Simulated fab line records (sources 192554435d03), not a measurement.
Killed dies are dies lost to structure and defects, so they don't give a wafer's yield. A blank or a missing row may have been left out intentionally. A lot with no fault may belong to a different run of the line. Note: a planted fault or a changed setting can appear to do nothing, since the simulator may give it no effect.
fab line records || flow n5Finfet
record {"lots": 4, "wafers": 12, "lastDay": 17}
route steps=1938 shown HKMG_FIN@405 BEOL_M4@1111 PASSIVATION@1936
lots untouched by any fault: they come from a run of this same line in which no faults occurred
startH: hours from the record's opening day to when the first of the lot's shown wafers began || waitH: hours since the lot's step before || " identical to the entry in the row above || L1.1+2: one row covering several wafers at once || - no value, or no start given || * or withheld: withheld || < > ~ a bound
route shown NAME@n: a module of which the file shows steps, and the number in the route of the first || usual: mean/standard deviation of fault-free wafers || same: alike in all rows || chamber/n: place in a boat || sites: readings site by site || _std_site: their standard deviation || _edge_site: outer sites' mean less inner sites' || radiusMm: for every site, how far away it sits from the centre of the wafer || mask NAME#n: copy n || behind: tool/chamber where the wafer was last shaped || hold: the reason the lot was held/the length of the hold in hours/how it ended || device: which transistor (n, p or np) failed to switch || end of line: the tests these same wafers got at the end of their route || a step given without rows: its recipe and nothing more || killed: dies lost to structure and defects at the first sort, not the wafer's yield || map: a wafer's dies, x killed, . not, _ none there
set.NAME: the setting as run; set.NAME@STEP: as run at that earlier step || model.NAME: the simulator's own value behind a step, which no gauge read
lots at some steps of the route; a table a step, a row a wafer
## steps
# step N5_HKMG_FIN_STRIP_57
# recipe {"chemistry": "CF4", "resist": "SiARC", "powerW": 300, "biasPowerW": 75, "pressureMtorr": 50, "cf4FlowSccm": 150, "rfFrequencyHz": 6e+07}
# step N5_HKMG_FIN_ETCH_58
# recipe {"chemistry": "N2/H2", "target": "SOC", "targetDepthA": 2158, "ionEnergyEv": 50, "biasW": 13, "timeS": 741, "pressureMtorr": 30, "sourceW": 875, "n2FlowSccm": 200, "h2FlowSccm": 200}
# step N5_HKMG_FIN_STRIP_93
# recipe {"chemistry": "N2/H2", "material": "SOC", "timeS": 20, "powerW": 500, "tempC": 40, "pressureMtorr": 50, "rfFrequencyHz": 6e+07, "biasPowerW": 8, "h2Frac": 0.5, "n2FlowSccm": 300, "h2FlowSccm": 300}
# step N5_HKMG_FIN_WET_ETCH_76
# recipe {"chemistry": "dNH4OH", "mix": "1:50", "tempC": 25, "target": "Al2O3", "stopOn": "La2O3", "targetDepthNm": 2.25, "dry": "ipaMarangoni", "rinseTimeS": 30, "rinseTempC": 23}
# step N5_HKMG_FIN_STRIP_60
# recipe {"chemistry": "N2/H2", "powerW": 2500, "tempC": 300, "h2Frac": 0.65, "timeS": 360, "pressureMtorr": "withheld", "n2FlowSccm": 1750, "h2FlowSccm": 3250}
# step N5_HKMG_FIN_WET_ETCH_77
# recipe {"chemistry": "dHCl", "mix": "1:10000", "tempC": 25, "target": "La2O3", "stopOn": "HfO2", "targetDepthNm": 2}
# step N5_HKMG_FIN_WET_ETCH_78
# recipe {"chemistry": "dNH4OH", "mix": "1:50", "tempC": 25, "target": "Al2O3", "stopOn": "La2O3", "targetDepthNm": 4.5, "dry": "ipaMarangoni", "rinseTimeS": 30, "rinseTempC": 23}
# step N5_HKMG_FIN_ALD_79
# recipe {"material": "TiN", "targetThkA": 15, "tempC": 400, "aldPrecursorFamily": "TiCl4", "aldCoReactant": "NH3", "pulseTimeS": 1, "purgeTimeS": 3, "coReactantPurgeTimeS": 2, "coReactantPulseTimeS": 2, "aldCycles": 68, "pressureTorr": 3}
# step N5_HKMG_FIN_CVD_62
# recipe {"material": "a-Si", "targetThkA": 30, "tempC": 500, "precursor": "Si2H6", "pressureTorr": 1, "timeS": 20.8}
# step N5_HKMG_FIN_RTA_80
# recipe {"tempC": "withheld", "timeS": 2, "ambient": "N2", "idleTempC": 600, "rampUpCPerS": 150, "rampDownCPerS": 60, "coolToC": 600}
# step N5_HKMG_FIN_PRECLEAN_64
# recipe {"chemistry": "dHF", "timeS": 30, "tempC": 25, "dilution": "withheld"}
# step N5_HKMG_FIN_WET_ETCH_65
# recipe {"chemistry": "TMAH", "tempC": 70, "concWtPct": 5, "target": "a-Si", "stopOn": "TiN", "timeS": 49, "targetDepthNm": 3}
# step N5_HKMG_FIN_WET_ETCH_81
# recipe {"chemistry": "SC1", "target": "TiN", "stopOn": "HfO2", "mix": "1:1:5", "tempC": 60, "timeS": 57, "targetDepthNm": 6}
# usual {"h2o2FlowMLMin": "214.2/0.69"}
{"lot.wafer": "L420.2", "tool": "wetBench-02", "chamber": 0, "startH": 138.86, "waitH": 0.0, "h2o2FlowMLMin": 215.3}
{"lot.wafer": "L420.3", "tool": "wetBench-02", "chamber": 3, "startH": 138.86, "waitH": 0.0, "h2o2FlowMLMin": 215.5}
{"lot.wafer": "L420.6", "tool": "wetBench-02", "chamber": 6, "startH": 138.86, "waitH": 0.0, "h2o2FlowMLMin": 213.7}
{"lot.wafer": "L423.1", "tool": "wetBench-02", "chamber": 7, "startH": 160.16, "waitH": 0.0, "h2o2FlowMLMin": 214.4}
{"lot.wafer": "L423.4", "tool": "wetBench-02", "chamber": 5, "startH": 160.16, "waitH": 0.0, "h2o2FlowMLMin": 214.4}
{"lot.wafer": "L423.6", "tool": "wetBench-02", "chamber": 6, "startH": 160.16, "waitH": 0.0, "h2o2FlowMLMin": 215.9}
{"lot.wafer": "L425.1", "tool": "wetBench-02", "chamber": 7, "startH": 171.94, "waitH": 0.0, "h2o2FlowMLMin": 214.3}
{"lot.wafer": "L425.2", "tool": "wetBench-02", "chamber": 0, "startH": 171.94, "waitH": 0.0, "h2o2FlowMLMin": 214.2}
{"lot.wafer": "L425.5", "tool": "wetBench-02", "chamber": 6, "startH": 171.94, "waitH": 0.0, "h2o2FlowMLMin": 214.2}
{"lot.wafer": "L429.2", "tool": "wetBench-01", "chamber": 3, "startH": 194.88, "waitH": 0.0, "h2o2FlowMLMin": 215.5}
{"lot.wafer": "L429.3", "tool": "wetBench-01", "chamber": 7, "startH": 194.88, "waitH": 0.0, "h2o2FlowMLMin": 214.8}
{"lot.wafer": "L429.5", "tool": "wetBench-01", "chamber": 0, "startH": 194.88, "waitH": 0.0, "h2o2FlowMLMin": 214.4}
# step N5_HKMG_FIN_WET_ETCH_82
# recipe {"chemistry": "dHCl", "mix": "1:10000", "tempC": 25, "target": "La2O3", "stopOn": "HfO2", "targetDepthNm": 2, "dry": "ipaMarangoni", "rinseTimeS": 30, "rinseTempC": 23}
# step N5_HKMG_FIN_ALD_36
# recipe {"material": "TiN", "targetThkA": 10, "tempC": 400, "aldPrecursorFamily": "TiCl4", "aldCoReactant": "NH3", "pulseTimeS": 1, "purgeTimeS": 3, "coReactantPurgeTimeS": 2, "coReactantPulseTimeS": 2, "aldCycles": 47, "pressureTorr": 3}
# step N5_HKMG_FIN_PWFM_ALD_03
# recipe {"material": "TiN", "targetThkA": 20, "tempC": 400, "aldPrecursorFamily": "TiCl4", "aldCoReactant": "NH3", "pulseTimeS": 1, "purgeTimeS": 3, "coReactantPurgeTimeS": 2, "coReactantPulseTimeS": 2, "aldCycles": 91, "pressureTorr": 3}
# step N5_HKMG_FIN_COAT_29
# recipe {"resist": "SOC", "tempC": 250, "timeS": 60, "spinRpm": 1500, "resistThkNm": 300}
# step N5_HKMG_FIN_COAT_30
# recipe {"resist": "SiARC", "tempC": 220, "timeS": 60, "spinRpm": 1500, "resistThkNm": 35}
# step N5_HKMG_FIN_COAT_06
# recipe {"resist": "CAR-ArF", "spinRpm": 1500, "resistThkNm": 90}
# step N5_HKMG_FIN_EBR_08
# recipe {"solvent": "PGMEA", "ebrWidthMm": 1.5}
# step N5_HKMG_FIN_SOFTBAKE_07
# recipe {"tempC": 110, "timeS": 60, "resist": "CAR-ArF"}
# step N5_HKMG_FIN_EXPOSE_09
# recipe {"maskId": "NWFM", "na": 1.35, "sourceShape": "conventional", "sigmaOuter": 0.8, "polarization": "unpolarized", "doseMj": 39.25}
# step N5_HKMG_FIN_PEB_10
# recipe {"pebTempC": "withheld", "pebTimeS": 60, "resist": "CAR-ArF"}
# step N5_HKMG_FIN_DEVELOP_11
# recipe {"developTimeS": 30, "developer": "TMAH", "resist": "CAR-ArF", "devTempC": 23, "rinseLiquid": "diw", "dry": "airSpin"}
# step N5_HKMG_FIN_INSPECT_14
# recipe {"mode": "adi", "inspectInstrument": "macro"}
# usual {"rawDefectCount": "2.0/1.4"}
{"lot.wafer": "L420.2", "tool": "defectInspect-02", "chamber": "-", "startH": 140.03, "waitH": 0.0, "rawDefectCount": 1}
{"lot.wafer": "L420.3", "tool": "defectInspect-02", "chamber": "-", "startH": 140.03, "waitH": 0.0, "rawDefectCount": 2}
{"lot.wafer": "L420.6", "tool": "defectInspect-02", "chamber": "-", "startH": 140.03, "waitH": 0.0, "rawDefectCount": 6}
{"lot.wafer": "L423.1", "tool": "defectInspect-01", "chamber": "-", "startH": 161.52, "waitH": 0.0, "rawDefectCount": ">300"}
{"lot.wafer": "L423.4", "tool": "defectInspect-01", "chamber": "-", "startH": 161.52, "waitH": 0.0, "rawDefectCount": ">300"}
{"lot.wafer": "L423.6", "tool": "defectInspect-01", "chamber": "-", "startH": 161.52, "waitH": 0.0, "rawDefectCount": ">300"}
{"lot.wafer": "L425.1", "tool": "defectInspect-02", "chamber": "-", "startH": 173.13, "waitH": 0.0, "rawDefectCount": ">300"}
{"lot.wafer": "L425.2", "tool": "defectInspect-02", "chamber": "-", "startH": 173.13, "waitH": 0.0, "rawDefectCount": ">300"}
{"lot.wafer": "L425.5", "tool": "defectInspect-02", "chamber": "-", "startH": 173.13, "waitH": 0.0, "rawDefectCount": ">300"}
{"lot.wafer": "L429.2", "tool": "defectInspect-02", "chamber": "-", "startH": 196.18, "waitH": 0.0, "rawDefectCount": 1}
{"lot.wafer": "L429.3", "tool": "defectInspect-02", "chamber": "-", "startH": 196.18, "waitH": 0.0, "rawDefectCount": 3}
{"lot.wafer": "L429.5", "tool": "defectInspect-02", "chamber": "-", "startH": 196.18, "waitH": 0.0, "rawDefectCount": 1}
# step N5_HKMG_FIN_DESCUM_17
# recipe {"chemistry": "O2", "timeS": 7.9, "sourcePowerW": 50, "biasPowerW": 20, "pressureMtorr": 20, "rfFrequencyHz": 2.712e+07, "tempC": 40, "resist": "CAR-ArF", "o2FlowSccm": 225}
# step N5_BEOL_M4_RC_MEAS_101
# usual {"DIBL_N": "36.0/1.7", "DIBL_P": "36.0/2", "IOFF_N": "0.156/0.028", "IOFF_P": "0.21/0.04", "ION_N": "673/12", "ION_P": "463/8.3", "SS_N": "71.4/0.6", "SS_P": "73.3/0.66", "VT_N": "250/3", "VT_P": "-250/3.8"}
{"lot.wafer": "L420.2", "tool": "prober-01", "chamber": 0, "startH": 236.28, "waitH": 0.2, "DIBL_N[mV/V]": 35.0, "DIBL_P[mV/V]": 33.1, "IOFF_N[nA/um]": 0.144, "IOFF_P[nA/um]": 0.19, "ION_N[uA/um]": 672, "ION_P[uA/um]": 462, "SS_N[mV/dec]": 71.6, "SS_P[mV/dec]": 73.4, "VT_N[mV]": 252, "VT_P[mV]": -250}
{"lot.wafer": "L420.3", "tool": "prober-01", "chamber": 0, "startH": 236.28, "waitH": 0.2, "DIBL_N[mV/V]": 38.2, "DIBL_P[mV/V]": 37.6, "IOFF_N[nA/um]": 0.206, "IOFF_P[nA/um]": 0.27, "ION_N[uA/um]": 690, "ION_P[uA/um]": 476, "SS_N[mV/dec]": 73.0, "SS_P[mV/dec]": 74.1, "VT_N[mV]": 246, "VT_P[mV]": -246}
{"lot.wafer": "L420.6", "tool": "prober-01", "chamber": 0, "startH": 236.28, "waitH": 0.2, "DIBL_N[mV/V]": 36.8, "DIBL_P[mV/V]": 36.5, "IOFF_N[nA/um]": 0.187, "IOFF_P[nA/um]": 0.26, "ION_N[uA/um]": 696, "ION_P[uA/um]": 485, "SS_N[mV/dec]": 71.3, "SS_P[mV/dec]": 73.8, "VT_N[mV]": 244, "VT_P[mV]": -246}
{"lot.wafer": "L423.1", "tool": "prober-01", "chamber": 0, "startH": 244.96, "waitH": 0.0, "DIBL_N[mV/V]": 36.6, "DIBL_P[mV/V]": 36.7, "IOFF_N[nA/um]": 0.176, "IOFF_P[nA/um]": 0.22, "ION_N[uA/um]": 683, "ION_P[uA/um]": 466, "SS_N[mV/dec]": 71.8, "SS_P[mV/dec]": 72.6, "VT_N[mV]": 246, "VT_P[mV]": -251}
{"lot.wafer": "L423.4", "tool": "prober-01", "chamber": 0, "startH": 244.96, "waitH": 0.0, "DIBL_N[mV/V]": 35.9, "DIBL_P[mV/V]": 35.5, "IOFF_N[nA/um]": 0.157, "IOFF_P[nA/um]": 0.21, "ION_N[uA/um]": 675, "ION_P[uA/um]": 461, "SS_N[mV/dec]": 70.7, "SS_P[mV/dec]": 72.9, "VT_N[mV]": 250, "VT_P[mV]": -250}
{"lot.wafer": "L423.6", "tool": "prober-01", "chamber": 0, "startH": 244.96, "waitH": 0.0, "DIBL_N[mV/V]": 35.3, "DIBL_P[mV/V]": 34.6, "IOFF_N[nA/um]": 0.143, "IOFF_P[nA/um]": 0.19, "ION_N[uA/um]": 662, "ION_P[uA/um]": 451, "SS_N[mV/dec]": 71.7, "SS_P[mV/dec]": 72.9, "VT_N[mV]": 252, "VT_P[mV]": -252}
{"lot.wafer": "L425.1", "tool": "prober-02", "chamber": 0, "startH": 262.81, "waitH": 0.0, "DIBL_N[mV/V]": 39.2, "DIBL_P[mV/V]": 41.1, "IOFF_N[nA/um]": 0.209, "IOFF_P[nA/um]": 0.28, "ION_N[uA/um]": 674, "ION_P[uA/um]": 460, "SS_N[mV/dec]": 71.7, "SS_P[mV/dec]": 74.3, "VT_N[mV]": 248, "VT_P[mV]": -247}
{"lot.wafer": "L425.2", "tool": "prober-02", "chamber": 0, "startH": 262.81, "waitH": 0.0, "DIBL_N[mV/V]": 35.4, "DIBL_P[mV/V]": 36.7, "IOFF_N[nA/um]": 0.132, "IOFF_P[nA/um]": 0.20, "ION_N[uA/um]": 661, "ION_P[uA/um]": 461, "SS_N[mV/dec]": 70.5, "SS_P[mV/dec]": 73.8, "VT_N[mV]": 255, "VT_P[mV]": -251}
{"lot.wafer": "L425.5", "tool": "prober-02", "chamber": 0, "startH": 262.81, "waitH": 0.0, "DIBL_N[mV/V]": 41.7, "DIBL_P[mV/V]": 44.8, "IOFF_N[nA/um]": 0.276, "IOFF_P[nA/um]": 0.36, "ION_N[uA/um]": 692, "ION_P[uA/um]": 469, "SS_N[mV/dec]": 72.7, "SS_P[mV/dec]": 75.1, "VT_N[mV]": 244, "VT_P[mV]": -243}
{"lot.wafer": "L429.2", "tool": "prober-01", "chamber": 0, "startH": 300.94, "waitH": 0.2, "DIBL_N[mV/V]": 33.8, "DIBL_P[mV/V]": 32.6, "IOFF_N[nA/um]": 0.125, "IOFF_P[nA/um]": 0.16, "ION_N[uA/um]": 667, "ION_P[uA/um]": 461, "SS_N[mV/dec]": 70.6, "SS_P[mV/dec]": 73.0, "VT_N[mV]": 252, "VT_P[mV]": -252}
{"lot.wafer": "L429.3", "tool": "prober-01", "chamber": 0, "startH": 300.94, "waitH": 0.2, "DIBL_N[mV/V]": 35.0, "DIBL_P[mV/V]": 33.8, "IOFF_N[nA/um]": 0.134, "IOFF_P[nA/um]": 0.17, "ION_N[uA/um]": 661, "ION_P[uA/um]": 449, "SS_N[mV/dec]": 71.3, "SS_P[mV/dec]": 74.0, "VT_N[mV]": 253, "VT_P[mV]": -253}
{"lot.wafer": "L429.5", "tool": "prober-01", "chamber": 0, "startH": 300.94, "waitH": 0.2, "DIBL_N[mV/V]": 33.8, "DIBL_P[mV/V]": 31.9, "IOFF_N[nA/um]": 0.133, "IOFF_P[nA/um]": 0.15, "ION_N[uA/um]": 670, "ION_P[uA/um]": 455, "SS_N[mV/dec]": 70.6, "SS_P[mV/dec]": 72.8, "VT_N[mV]": 251, "VT_P[mV]": -254}
# step N5_PASSIVATION_PROBE_49
# usual {"defectLimitedYield": "91.6/1.6", "killed_at_M0_to_M3": "31/10", "killed_at_M4_up": "14/6.3", "killedAtContacts": "12/6.1", "killedAtFrontEnd": "39/12", "killedAtOther": "3.7/2.8", "killedDies": "100/19", "killedOpen": "66/14", "killedShort": "33/8.1", "sort_bin_4_leakage": "0.00/0.014", "sort_bin_5_function": "5.0/1.1", "sort_bin_6_memory": "3.2/0.66", "sortNPass": "1080/18", "sortYieldPct": "91.6/1.6"}
# same {"grossDies": 1180, "killedAtBackSide": 0, "sort_bin_8_speed[%]": 0}
{"lot.wafer": "L423.1", "tool": "prober-02", "chamber": "-", "startH": 347.30, "waitH": 0.0, "defectLimitedYield[%]": 83.6, "killed_at_M0_to_M3": 45, "killed_at_M4_up": 19, "killedAtContacts": 14, "killedAtFrontEnd": 113, "killedAtOther": 3, "killedDies": 194, "killedOpen": 70, "killedShort": 34, "sort_bin_4_leakage[%]": 0, "sort_bin_5_function[%]": 10.1, "sort_bin_6_memory[%]": 4.5, "sortNPass": 986, "sortYieldPct[%]": 83.6}
{"lot.wafer": "L423.4", "tool": "prober-02", "chamber": "-", "startH": 347.45, "waitH": 0.2, "defectLimitedYield[%]": 85.8, "killed_at_M0_to_M3": 27, "killed_at_M4_up": 13, "killedAtContacts": 7, "killedAtFrontEnd": 117, "killedAtOther": 4, "killedDies": 168, "killedOpen": 51, "killedShort": 26, "sort_bin_4_leakage[%]": 0, "sort_bin_5_function[%]": 9.7, "sort_bin_6_memory[%]": 2.8, "sortNPass": 1012, "sortYieldPct[%]": 85.8}
{"lot.wafer": "L423.6", "tool": "prober-02", "chamber": "-", "startH": 347.55, "waitH": 0.3, "defectLimitedYield[%]": 84.4, "killed_at_M0_to_M3": 18, "killed_at_M4_up": 14, "killedAtContacts": 7, "killedAtFrontEnd": 143, "killedAtOther": 2, "killedDies": 184, "killedOpen": 53, "killedShort": 26, "sort_bin_4_leakage[%]": 0, "sort_bin_5_function[%]": 10.3, "sort_bin_6_memory[%]": 3.0, "sortNPass": 996, "sortYieldPct[%]": 84.4}
{"lot.wafer": "L425.1", "tool": "prober-01", "chamber": "-", "startH": 376.87, "waitH": 0.0, "defectLimitedYield[%]": 84.9, "killed_at_M0_to_M3": 29, "killed_at_M4_up": 15, "killedAtContacts": 8, "killedAtFrontEnd": 121, "killedAtOther": 5, "killedDies": 178, "killedOpen": 61, "killedShort": 27, "sort_bin_4_leakage[%]": 0, "sort_bin_5_function[%]": 9.4, "sort_bin_6_memory[%]": 3.9, "sortNPass": 1002, "sortYieldPct[%]": 84.9}
{"lot.wafer": "L425.2", "tool": "prober-01", "chamber": "-", "startH": 376.92, "waitH": 0.1, "defectLimitedYield[%]": 83.6, "killed_at_M0_to_M3": 29, "killed_at_M4_up": 21, "killedAtContacts": 11, "killedAtFrontEnd": 129, "killedAtOther": 3, "killedDies": 193, "killedOpen": 60, "killedShort": 45, "sort_bin_4_leakage[%]": 0, "sort_bin_5_function[%]": 10.9, "sort_bin_6_memory[%]": 4.0, "sortNPass": 987, "sortYieldPct[%]": 83.6}
{"lot.wafer": "L425.5", "tool": "prober-01", "chamber": "-", "startH": 377.07, "waitH": 0.2, "defectLimitedYield[%]": 83.7, "killed_at_M0_to_M3": 19, "killed_at_M4_up": 18, "killedAtContacts": 4, "killedAtFrontEnd": 144, "killedAtOther": 7, "killedDies": 192, "killedOpen": 55, "killedShort": 26, "sort_bin_4_leakage[%]": 0.17, "sort_bin_5_function[%]": 11.3, "sort_bin_6_memory[%]": 3.6, "sortNPass": 986, "sortYieldPct[%]": 83.6}
{"lot.wafer": "L429.2", "tool": "prober-02", "chamber": "-", "startH": 404.45, "waitH": 0.1, "defectLimitedYield[%]": 92.5, "killed_at_M0_to_M3": 26, "killed_at_M4_up": 9, "killedAtContacts": 19, "killedAtFrontEnd": 32, "killedAtOther": 3, "killedDies": 89, "killedOpen": 58, "killedShort": 30, "sort_bin_4_leakage[%]": 0, "sort_bin_5_function[%]": 4.1, "sort_bin_6_memory[%]": 2.9, "sortNPass": 1091, "sortYieldPct[%]": 92.5}
{"lot.wafer": "L429.3", "tool": "prober-02", "chamber": "-", "startH": 404.50, "waitH": 0.1, "defectLimitedYield[%]": 93.6, "killed_at_M0_to_M3": 11, "killed_at_M4_up": 16, "killedAtContacts": 7, "killedAtFrontEnd": 35, "killedAtOther": 7, "killedDies": 76, "killedOpen": 54, "killedShort": 22, "sort_bin_4_leakage[%]": 0, "sort_bin_5_function[%]": 3.2, "sort_bin_6_memory[%]": 2.9, "sortNPass": 1104, "sortYieldPct[%]": 93.6}
{"lot.wafer": "L429.5", "tool": "prober-02", "chamber": "-", "startH": 404.60, "waitH": 0.2, "defectLimitedYield[%]": 91.3, "killed_at_M0_to_M3": 29, "killed_at_M4_up": 19, "killedAtContacts": 19, "killedAtFrontEnd": 36, "killedAtOther": 0, "killedDies": 103, "killedOpen": 67, "killedShort": 36, "sort_bin_4_leakage[%]": 0, "sort_bin_5_function[%]": 5.8, "sort_bin_6_memory[%]": 2.5, "sortNPass": 1077, "sortYieldPct[%]": 91.3}
# killed by level:class
L423.1 HKMG_FIN:unspecified=89 MOL_CONTACT_COAG:geometricParticle:open=10 BEOL_M0_SAQP:geometricParticle:open=9 BEOL_M1:geometricParticle:open=9 BEOL_M1:geometricParticle:short=8 BEOL_M4:geometricParticle:open=7 BEOL_M0_SAQP:geometricParticle:short=6 BEOL_M2:geometricParticle:open=6
L423.4 HKMG_FIN:unspecified=91 MOL_CONTACT_COAG:geometricParticle:open=7 BEOL_M0_SAQP:geometricParticle:short=7 ILD0:geometricParticle:open=6 BEOL_M0_SAQP:geometricParticle:open=6 BEOL_M4:geometricParticle:open=6 FIN_SAQP:geometricParticle:open=5 BEOL_M1:geometricParticle:short=4
L423.6 HKMG_FIN:unspecified=105 DUMMY_GATE:geometricParticle:open=7 FIN_SAQP:geometricParticle:short=6 STI_FIN_REVEAL:geometricParticle:open=6 MOL_CONTACT_COAG:geometricParticle:open=6 FIN_SAQP:geometricParticle:open=5 BEOL_M2:geometricParticle:open=5 ILD0:geometricParticle:open=4
L425.1 HKMG_FIN:unspecified=89 STI_FIN_REVEAL:geometricParticle:open=8 BEOL_M3:geometricParticle:open=8 BEOL_M4:geometricParticle:open=8 MOL_CONTACT_COAG:geometricParticle:open=7 BEOL_M0_SAQP:geometricParticle:open=6 GATE_CUT:geometricParticle:short=5 BEOL_M0_SAQP:geometricParticle:short=4
L425.2 HKMG_FIN:unspecified=87 MOL_CONTACT_COAG:geometricParticle:open=9 BEOL_M0_SAQP:geometricParticle:short=7 FIN_SAQP:geometricParticle:short=6 STI_FIN_REVEAL:geometricParticle:open=6 BEOL_M1:geometricParticle:open=6 BEOL_M3:geometricParticle:open=6 DUMMY_GATE:geometricParticle:open=5
L425.5 HKMG_FIN:unspecified=110 BEOL_M4:geometricParticle:open=8 BEOL_M1:geometricParticle:open=6 FIN_SAQP:geometricParticle:short=5 FIN_SAQP:geometricParticle:open=5 STI_FIN_REVEAL:geometricParticle:open=4 DUMMY_GATE:geometricParticle:open=4 GATE_CUT:geometricParticle:short=4
L429.2 MOL_CONTACT_COAG:geometricParticle:open=12 FIN_SAQP:geometricParticle:short=11 BEOL_M2:geometricParticle:open=10 MOL_CONTACT_COAG:geometricParticle:short=7 FIN_SAQP:geometricParticle:open=6 BEOL_M1:geometricParticle:open=5 BEOL_M0_SAQP:geometricParticle:open=4 DUMMY_GATE:geometricParticle:open=3
L429.3 BEOL_M4:geometricParticle:open=12 FIN_SAQP:geometricParticle:open=8 MOL_CONTACT_COAG:geometricParticle:open=6 FIN_SAQP:geometricParticle:short=5 BEOL_M1:geometricParticle:open=5 STARTING-WAFER:geometricParticle:short=4 STI_FIN_REVEAL:geometricParticle:open=3 ILD0:geometricParticle:open=3
L429.5 MOL_CONTACT_COAG:geometricParticle:open=16 BEOL_M0_SAQP:geometricParticle:open=10 BEOL_M1:geometricParticle:short=7 BEOL_M2:geometricParticle:open=7 BEOL_M4:geometricParticle:open=7 GATE_CUT:geometricParticle:short=6 BEOL_M5:geometricParticle:open=6 DUMMY_GATE:geometricParticle:open=5
# map L423.1 (x killed, . not)
_________________............________________
______________.........x........_____________
___________x..............xx.xx....__________
__________x...........x............x_________
________................x..x.........._______
_______.....x..............x........x..______
______..x...........x..xxx.xx..........._____
_____.....x..x......x....x.x.............____
____.............................x....x...___
___............................x...........__
___x..............x.............x..x.....x.__
__....................x....................._
__.x............x.x...x....................._
_x.......x.......x...x................x...x..
_......x...........x.........x.....x.........
_x........x.................x................
_.....................x..........x.....xx..x.
_....................................x..x.x..
_x....x...........x.....................x...x
_.x.......x.....xx............x...........x..
_.x..........................................
__....xxx...x..x................x.......xx.._
__....x.xx..xxx..x.x..x..x...xx..........x.._
___x..xxxxxxxxx...............x....x...x...__
___.xxxxxxxxxxx..x..xx...................x.__
____.xxxxxxxxxxxx..............x........x.___
_____xxxxxxxxxxxx....x...x.........x.....____
______xxxxxxxxxxx.x...x................._____
_______xxxxxxxxx............x..........______
________xxxxxx.x.......x..x....x......_______
__________xxxxxx...................._________
___________.x..x.x.x...x...........__________
______________.................._____________
_________________............________________
# map L425.2 (x killed, . not)
_________________............________________
______________............x....._____________
___________x....xx...x....x........__________
__________.......x.................._________
________..x......x.......x...x.....x.._______
_______...........x............x.......______
______.....x.............x.............._____
_____..x.........x.......x.x...........x.____
____.........................x..x...x.....___
___....x........x..........................__
___....x......x............x..x............__
__.........................................._
__...............................x........x._
_............x.................x........x....
_...............................xx.....x.....
_........x..........x.....................xx.
_.....x...............x......x...........x...
_.x....x............x.x....xx..........x.....
_......x....x......x..x..x...x....x..........
_x..x..x...........................x.........
_..xx......x................x.x...........x.x
__......x......xx.x..x........x...x........._
__.......x....................x...x........._
___...xx.....................xx.....x......__
___........x........x.......x..............__
____.......x...........x..x...xxx..x......___
_____........x..x....xx.xxx.x..........x.____
______................xx.xxxxxxx.xx....._____
_______.............xx.xxxxxxxxxx......______
________........x.x..xxxxxxxxxxx.xx..._______
__________.........x.xxxxxxxxxxx.x.._________
___________.x...x....xxxxxxxxxxxxx.__________
______________..x..x..xxxxxxxxxx_____________
_________________x..xxxxxxxxx________________
## key
firstSign {"step": "N5_HKMG_FIN_INSPECT_14", "reading": "rawDefectCount", "direction": "up", "sigmas": "99+", "usual": 2.0, "struck": ">300"}
effect {"step": "N5_PASSIVATION_PROBE_49", "reading": "killedAtFrontEnd", "direction": "up", "sigmas": 7.3, "usual": 39, "struck": 128}
moreKillsBornAt {"N5_HKMG_FIN_WET_ETCH_81@wetBench-02": 571}
metAt N5_HKMG_FIN_WET_ETCH_81
struckWafers L423.1,L423.4,L423.6,L425.1,L425.2,L425.5
onsetBetween 138.86 160.16
fault {"kind": "chamberParticleSource", "tool": "wetBench-02", "chamber": "-", "onsetH": 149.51, "steps": "N5_HKMG_FIN_WET_ETCH_81", "ratePerVisitCm2": 0.54928, "endH": 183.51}
